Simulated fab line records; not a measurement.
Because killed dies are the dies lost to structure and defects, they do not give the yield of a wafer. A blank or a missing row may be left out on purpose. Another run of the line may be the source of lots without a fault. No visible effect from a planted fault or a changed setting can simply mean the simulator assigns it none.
fab line records	flow n5_finfet
[record] lots = 5	wafers = 14	last_day = 17
route steps=1938 shown MOL_CONTACT_COAG@567 BEOL_M4@1111
lots that met no fault: from a run of the same line without faults
start_h: the number of hours between the record's first day and the start of the first shown wafer of the lot	wait_h: hours elapsed since this lot's preceding step	" the same as in the row above	L1.1+2: several wafers, shown together as one row	- either no value or no given start	* or withheld: withheld	< > ~ a bound
route shown NAME@n: NAME is a module with steps in the file, n the number in the route of the first one	usual: mean/standard deviation taken from wafers without a fault	same: alike in all rows	chamber/n: place in a boat	sites: the reading at each site	_std_site: the standard deviation of these	_edge_site: inner sites' mean taken away from outer sites' mean	radius_mm: how far each site lies from the wafer's centre	mask NAME#n: copy n	behind: the tool/chamber that last shaped the wafer	hold: what put the lot on hold/how long, in hours/how the hold closed	device: whichever transistor did not switch (one of n, p or np)	end of line: the same wafers' tests at the end of the route	for a step that has no rows: nothing shown but its recipe	killed: dies that structure and defects cost at the first sort, which is not the same as the wafer's yield	map: shows each die of a wafer: x if killed, . if not, _ if none is there
set.NAME: setting as actually run; set.NAME@STEP: the setting as run at that earlier step	model.NAME: the simulator's own value behind a step, which no gauge read
certain route steps with their lots: each step a table, each wafer a row
services: from which hour (start_h, from the record's first day; less than 0 if before it) a tool's chamber was out of use, for how many hours, and why
[[steps]]
[step N5_MOL_CONTACT_COAG_COAT_78]
[recipe] resist = CAR-EUV	spin_rpm = 1500	resist_thk_nm = 40
[step N5_MOL_CONTACT_COAG_EBR_80]
[recipe] solvent = PGMEA	ebr_width_mm = 1.5
[step N5_MOL_CONTACT_COAG_SOFTBAKE_79]
[recipe] temp_c = 110	time_s = 60	resist = CAR-EUV
[step N5_MOL_CONTACT_COAG_EXPOSE_81]
[recipe] mask_id = VG	na = 0.33	source_shape = annular	sigma_inner = 0.3	sigma_outer = 0.7	polarization = unpolarized	defocus_nm = 0	dose_mj = 59.5
[step N5_MOL_CONTACT_COAG_PEB_82]
[recipe] peb_temp_c = 100	peb_time_s = 60	resist = CAR-EUV
[step N5_MOL_CONTACT_COAG_DEVELOP_83]
[recipe] develop_time_s = 30	developer = TMAH	resist = CAR-EUV	rinse_liquid = surfactant_rinse	dry = air_spin	dev_temp_c = 23
[step N5_MOL_CONTACT_COAG_CD_MEAS_84]
[recipe] target_cd_nm = 25.1	landing_energy_ev = 500	detector = se_inlens	polarity = opening
[usual] cd_nm = 25.14/0.22
lot.wafer	tool	chamber	start_h	wait_h	cd_nm
L433.1	cd_sem-02	0	105.00	-	25.30
L433.3	"	0	"	"	24.77
L433.6	"	0	"	"	25.01
L438.2	cd_sem-02	0	141.03	-	25.54
L438.5	"	0	"	"	25.44
L438.6	"	0	"	"	25.30
L443.5	cd_sem-02	0	167.50	-	25.39
L443.6	"	0	"	"	25.10
L452.1	cd_sem-02	0	218.54	-	25.30
L452.3	"	0	"	"	25.11
L452.4	"	0	"	"	25.07
L453.1	cd_sem-03	0	223.00	-	25.00
L453.3	"	0	"	"	25.37
L453.5	"	0	"	"	25.38
[step N5_MOL_CONTACT_COAG_OVL_MEAS_85]
[recipe] points_per_wafer = 522
[usual] VG_OVL = -0.3/0.69
lot.wafer	tool	chamber	start_h	wait_h	VG_OVL[nm]
L433.1	overlay-02	0	105.03	0.0	-0.4
L433.3	"	0	"	"	-0.3
L433.6	"	0	"	"	-1.0
L438.2	overlay-02	0	141.07	0.0	-1.1
L438.5	"	0	"	"	-0.2
L438.6	"	0	"	"	-1.7
L443.5	overlay-01	0	167.55	0.0	0.9
L443.6	"	0	"	"	0.9
L452.1	overlay-01	0	218.57	0.0	-1.4
L452.3	"	0	"	"	-1.4
L452.4	"	0	"	"	-2.1
L453.1	overlay-01	0	223.03	0.0	-0.1
L453.3	"	0	"	"	-0.4
L453.5	"	0	"	"	-0.5
[step N5_MOL_CONTACT_COAG_INSPECT_57]
[recipe] mode = adi	inspect_instrument = brightfield
[usual] raw_defect_count = 184/49
lot.wafer	tool	chamber	start_h	wait_h	raw_defect_count
L433.1	defect_inspect-02	-	105.09	0.1	229
L433.3	"	-	"	"	241
L433.6	"	-	"	"	249
L438.2	defect_inspect-02	-	141.12	0.0	160
L438.5	"	-	"	"	194
L438.6	"	-	"	"	164
L443.5	defect_inspect-02	-	167.59	0.0	266
L443.6	"	-	"	"	247
L452.1	defect_inspect-01	-	218.63	0.1	210
L452.3	"	-	"	"	238
L452.4	"	-	"	"	145
L453.1	defect_inspect-02	-	223.09	0.1	165
L453.3	"	-	"	"	177
L453.5	"	-	"	"	137
[step N5_MOL_CONTACT_COAG_DESCUM_88]
[recipe] chemistry = O2	time_s = 7	source_power_w = 50	bias_power_w = 20	pressure_mtorr = 20	rf_frequency_hz = 2.712e+07	temp_c = 40	resist = CAR-EUV	o2_flow_sccm = 225
[usual] drypump_motor_current_A = 5.7/0.44	oes_product_au = 0.79/0.092	rf_vpp_V = 243.0/1.7	showerhead_plenum_p_Torr = 2.09/0.096	throttle_valve_pct = 20.50/0.21
lot.wafer	tool	chamber	start_h	wait_h	drypump_motor_current_A	oes_product_au	rf_hours_counter_h	rf_vpp_V	showerhead_plenum_p_Torr	throttle_valve_pct
L433.1	rie_diel-06	3	105.12	0.0	6.4	0.97	8	243.7	2.05	20.13
L433.3	"	2	"	"	5.9	0.71	184	243.5	2.08	20.55
L433.6	"	1	"	"	6.3	0.69	-	241.2	1.98	20.87
L438.2	rie_diel-06	3	141.15	0.0	6.3	0.93	19	242.5	2.04	20.14
L438.5	"	0	"	"	5.6	0.85	-	244.4	2.21	20.28
L438.6	"	3	"	"	6.3	0.93	-	242.3	2.04	20.15
L443.5	rie_diel-06	1	167.64	0.0	6.3	1.02	-	244.8	2.24	20.57
L443.6	"	2	"	"	5.9	0.69	-	243.8	2.07	20.58
L452.1	rie_diel-01	2	218.75	0.1	4.9	0.72	193	241.4	1.91	20.66
L452.3	"	1	"	"	5.3	0.78	141	242.7	2.02	20.69
L452.4	"	0	"	"	5.0	0.68	243	240.8	1.97	20.47
L453.1	rie_diel-02	1	223.13	0.0	5.4	0.79	111	244.2	2.20	20.73
L453.3	"	2	"	"	5.4	0.68	244	244.5	2.06	20.66
L453.5	"	0	"	"	5.9	0.79	-	244.7	2.19	20.72
[step N5_MOL_CONTACT_COAG_ETCH_89]
[recipe] chemistry = N2/H2	target = underlayer	target_depth_a = 130	mask_material = CAR-EUV	time_s = 10.4	ion_energy_ev = 200	pressure_mtorr = 30	source_w = 840	bias_w = 150	n2_flow_sccm = 200	h2_flow_sccm = 200	ends = cleared
[usual] drypump_motor_current_A = 5.7/0.44	etch_rf_on_time_s = 10.47/0.15	oes_product_au = 0.68/0.077	rf_vpp_V = 524/3.3	showerhead_plenum_p_Torr = 2.54/0.12	throttle_valve_pct = 17.95/0.21
lot.wafer	tool	chamber	start_h	wait_h	drypump_motor_current_A	etch_rf_on_time_s	oes_product_au	rf_hours_counter_h	rf_vpp_V	showerhead_plenum_p_Torr	throttle_valve_pct
L433.1	rie_diel-06	3	105.16	0.0	6.3	10.31	0.82	8	523	2.50	17.55
L433.3	"	2	"	"	5.9	10.31	0.61	184	524	2.54	18.10
L433.6	"	1	"	"	6.4	10.55	0.59	-	521	2.40	18.30
L438.2	rie_diel-06	3	141.19	0.0	6.3	10.33	0.80	19	523	2.49	17.59
L438.5	"	0	"	"	5.6	10.55	0.73	-	528	2.69	17.73
L438.6	"	3	"	"	6.3	10.41	0.80	-	522	2.49	17.58
L443.5	rie_diel-06	1	167.67	0.0	6.3	10.39	0.87	-	529	2.71	17.90
L443.6	"	2	"	"	5.9	10.35	0.59	-	523	2.53	18.16
L452.1	rie_diel-01	2	218.79	0.0	4.9	10.50	0.61	193	517	2.32	18.13
L452.3	"	1	"	"	5.3	10.73	0.65	141	520	2.45	18.11
L452.4	"	0	"	"	5.0	10.65	0.58	243	520	2.41	17.99
L453.1	rie_diel-02	1	223.16	0.0	5.4	10.51	0.67	111	528	2.68	18.17
L453.3	"	2	"	"	5.4	10.72	0.57	244	523	2.50	18.06
L453.5	"	0	"	"	5.9	10.37	0.67	-	527	2.65	18.08
[step N5_MOL_CONTACT_COAG_ETCH_90]
[recipe] chemistry = CF4	target = SiARC	target_depth_a = 130	mask_material = CAR-EUV	time_s = 21.7	ion_energy_ev = 80	pressure_mtorr = 40	source_w = 545	bias_w = 36	Ar_flow_sccm = 100	cf4_flow_sccm = 100	ends = cleared
[usual] cf4_flow_sccm = 100.0/0.31	drypump_motor_current_A = 5.7/0.44	etch_rf_on_time_s = 21.79/0.29	mfc_ar_sccm = 100.0/0.3	oes_product_au = 0.68/0.076	rf_vpp_V = 183.9/1.4	showerhead_plenum_p_Torr = 2.14/0.093	throttle_valve_pct = 15.69/0.19
lot.wafer	tool	chamber	start_h	wait_h	cf4_flow_sccm	drypump_motor_current_A	etch_rf_on_time_s	mfc_ar_sccm	oes_product_au	rf_hours_counter_h	rf_vpp_V	showerhead_plenum_p_Torr	throttle_valve_pct
L433.1	rie_diel-06	3	105.18	0.0	100.0	6.3	21.66	99.9	0.83	8	181.8	2.11	15.34
L433.3	"	2	"	"	99.8	5.9	21.78	100.0	0.60	184	182.4	2.13	15.78
L433.6	"	1	"	"	99.7	6.4	22.02	100.0	0.59	-	182.5	2.03	16.05
L438.2	rie_diel-06	3	141.21	0.0	100.3	6.3	21.97	99.9	0.79	19	182.1	2.10	15.34
L438.5	"	0	"	"	100.5	5.6	22.15	99.4	0.71	-	187.0	2.27	15.52
L438.6	"	3	"	"	100.0	6.3	21.60	99.9	0.79	-	184.4	2.10	15.36
L443.5	rie_diel-06	1	167.70	0.0	99.7	6.3	21.59	100.6	0.87	-	186.7	2.28	15.60
L443.6	"	2	"	"	99.2	5.9	21.50	99.8	0.60	-	182.7	2.12	15.82
L452.1	rie_diel-01	2	218.81	0.0	100.1	4.9	21.55	100.4	0.62	193	182.7	1.98	15.88
L452.3	"	1	"	"	99.4	5.3	22.02	99.6	0.65	141	181.3	2.06	15.81
L452.4	"	0	"	"	100.2	5.0	22.12	100.1	0.59	243	182.5	2.02	15.74
L453.1	rie_diel-02	1	223.18	0.0	100.0	5.4	21.63	99.7	0.67	111	185.0	2.24	15.88
L453.3	"	2	"	"	100.3	5.4	22.36	100.2	0.58	244	183.7	2.10	15.80
L453.5	"	0	"	"	100.5	5.9	21.10	100.5	0.67	-	183.8	2.23	15.88
[step N5_MOL_CONTACT_COAG_ALD_131]
[recipe] material = SiO2	target_thk_a = 50	temp_c = 100	ald_precursor_family = BDEAS	ald_co_reactant = O2-plasma	pulse_time_s = 1	co_reactant_pulse_time_s = 1	purge_time_s = 2	co_reactant_purge_time_s = 2	ald_cycles = 35	pressure_torr = 2
[usual] ald_cycles = 35/0	heater_power_w = 83/5.8	precursor_pulse_height_rel = 0.999/0.018
lot.wafer	tool	chamber	start_h	wait_h	ald_cycles	heater_power_w	precursor_pulse_height_rel	model.SiO2_of_MOL_CONTACT_COAG_ALD_131.thk_nm
L433.1	ald_sin-02	2	105.26	0.1	35	75	1.016	5
L433.3	"	0	"	"	35	87	0.989	5
L433.6	"	3	"	"	35	81	0.977	5
L438.2	ald_sin-03	1	141.29	0.1	35	76	1.011	5
L438.5	"	3	"	"	35	81	1.020	5
L438.6	"	0	"	"	35	74	1.005	5
L443.5	ald_sin-03	1	167.83	0.1	39	78	0.976	5.6
L443.6	"	2	"	"	39	83	0.999	5.6
L452.1	ald_sin-02	2	218.89	0.1	35	78	0.983	5
L452.3	"	3	"	"	35	85	0.977	5
L452.4	"	2	"	"	35	78	0.976	5
L453.1	ald_sin-03	2	223.26	0.1	35	83	0.997	5
L453.3	"	3	"	"	35	81	1.021	5
L453.5	"	1	"	"	35	77	1.005	5
[step N5_MOL_CONTACT_COAG_ETCHBACK_132]
[recipe] chemistry = CHF3	target = SiO2	target_depth_a = 100	time_s = 6.7	ion_energy_ev = 200	pressure_mtorr = 30	source_w = 610	bias_w = 170	Ar_flow_sccm = 200	CHF3_flow_sccm = 50
[usual] drypump_motor_current_A = 5.6/0.38	mfc_ar_sccm = 199.9/0.56	oes_product_au = 0.79/0.074	rf_vpp_V = 524/3.8	showerhead_plenum_p_Torr = 2.40/0.1	throttle_valve_pct = 18.81/0.19
lot.wafer	tool	chamber	start_h	wait_h	drypump_motor_current_A	mfc_ar_sccm	oes_product_au	rf_hours_counter_h	rf_vpp_V	showerhead_plenum_p_Torr	throttle_valve_pct
L433.1	rie_diel-02	0	105.44	0.1	5.9	199.6	0.82	100	530	2.50	18.95
L433.3	"	1	"	"	5.4	199.6	0.84	65	524	2.51	18.89
L433.6	"	3	"	"	5.7	200.7	0.76	-	521	2.37	18.47
L438.2	rie_diel-01	2	141.47	0.1	4.9	199.8	0.75	165	517	2.20	18.92
L438.5	"	0	"	"	5.0	199.5	0.70	-	522	2.26	18.75
L438.6	"	2	"	"	4.9	198.9	0.75	-	518	2.20	18.91
L443.5	rie_diel-06	2	167.95	0.0	5.9	200.4	0.69	-	524	2.37	18.96
L443.6	"	1	"	"	6.3	199.6	1.00	-	523	2.54	18.78
L452.1	rie_diel-02	2	219.13	0.2	5.4	199.9	0.69	242	530	2.34	18.92
L452.3	"	3	"	"	5.7	199.6	0.73	209	522	2.35	18.54
L452.4	"	1	"	"	5.4	199.8	0.79	109	524	2.49	19.00
L453.1	rie_diel-02	2	223.44	0.1	5.4	199.5	0.67	244	530	2.34	18.91
L453.3	"	1	"	"	5.4	199.9	0.79	111	523	2.49	18.98
L453.5	"	1	"	"	5.4	200.6	0.79	-	524	2.49	18.99
[step N5_BEOL_M4_RC_MEAS_101]
[usual] DIBL_N = 36.4/1.5	DIBL_P = 35.8/1.7	IOFF_N = 0.154/0.022	IOFF_P = 0.21/0.031	ION_N = 672/8.8	ION_P = 462/7.2	SS_N = 71.5/0.53	SS_P = 73.2/0.62	VT_N = 250.4/2.5	VT_P = -250/3.5
lot.wafer	tool	chamber	start_h	wait_h	DIBL_N[mV/V]	DIBL_P[mV/V]	IOFF_N[nA/um]	IOFF_P[nA/um]	ION_N[uA/um]	ION_P[uA/um]	SS_N[mV/dec]	SS_P[mV/dec]	VT_N[mV]	VT_P[mV]
L433.1	prober-01	0	171.00	0.0	39.1	38.6	0.185	0.27	675	468	72.0	73.6	247.0	-246
L433.3	"	0	"	"	38.7	37.9	0.183	0.26	676	466	71.2	74.0	249.4	-248
L433.6	"	0	"	"	39.5	38.2	0.185	0.26	678	466	71.5	73.6	247.9	-243
L438.2	prober-02	0	219.89	0.2	35.7	33.8	0.141	0.18	669	457	70.5	72.7	252.3	-253
L438.5	"	0	"	"	35.9	34.2	0.141	0.18	666	455	71.4	73.0	252.5	-251
L438.6	"	0	"	"	37.3	35.1	0.159	0.19	668	454	72.0	72.9	250.3	-254
L443.5	prober-01	0	263.19	0.6	39.4	37.7	0.201	0.25	675	465	73.1	74.6	247.9	-247
L443.6	"	0	"	"	37.2	35.6	0.164	0.21	663	459	71.4	73.5	251.8	-250
L453.1	prober-02	0	297.35	0.0	35.7	36.1	0.145	0.24	673	467	71.2	73.2	251.1	-248
L453.3	"	0	"	"	36.5	36.1	0.154	0.24	675	473	71.7	73.1	248.0	-248
L453.5	"	0	"	"	34.5	34.3	0.123	0.21	668	464	70.9	72.5	250.6	-251
L452.1	prober-02	0	298.66	0.0	38.1	36.5	0.159	0.24	679	471	72.0	73.6	251.9	-247
L452.3	"	0	"	"	37.6	34.8	0.145	0.21	666	459	72.1	73.8	253.2	-250
L452.4	"	0	"	"	38.3	35.9	0.155	0.24	674	468	71.9	73.8	252.3	-247
[[services]]
tool	chamber	start_h	hours	kind
ald_sin-02	-	85.58	14.0	pm
ald_sin-02	0	85.58	14.0	vent_cycle
ald_sin-02	1	85.58	14.0	vent_cycle
ald_sin-02	2	85.58	14.0	vent_cycle
ald_sin-02	3	85.58	14.0	vent_cycle
rie_diel-02	2	95.57	12.9	repair
ald_sin-02	0	99.58	-	clean
ald_sin-02	1	99.58	-	clean
ald_sin-02	2	99.58	-	clean
ald_sin-02	3	99.58	-	clean
rie_diel-01	3	126.25	-	clean
rie_diel-01	3	126.25	-	consumable_replace:focus_ring
rie_diel-01	3	126.25	31.0	scheduled_down
rie_diel-01	3	126.25	31.0	vent_cycle
rie_diel-06	1	152.17	-	clean
rie_diel-06	1	152.17	-	consumable_replace:focus_ring
rie_diel-06	1	152.17	-	consumable_replace:showerhead
rie_diel-06	1	152.17	15.1	scheduled_down
rie_diel-06	1	152.17	15.1	vent_cycle
rie_diel-02	2	170.33	32.7	repair
rie_diel-01	1	192.44	4.1	repair
ald_sin-02	-	194.93	14.6	pm
[[key]]
[first_sign] step = N5_MOL_CONTACT_COAG_ALD_131	reading = ald_cycles	direction = up	sigmas = 99+	usual = *	struck = *
effect none on later readings
[model_effect] step = N5_MOL_CONTACT_COAG_ALD_131	value = SiO2_of_MOL_CONTACT_COAG_ALD_131.thk_nm	without = 5	struck = 5.6
met_at N5_MOL_CONTACT_COAG_ALD_131
struck_wafers L443.5,L443.6
onset_between 141.29 167.83
[fault] kind = process_parameter_drift	tool = ald_sin-03	chamber = -	onset_h = 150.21	steps = N5_MOL_CONTACT_COAG_ALD_131	channel = ald_cycles	offset = *	shape = step	end_h = 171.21	scope = struck_wafers_only	acts_in = *	stated = *
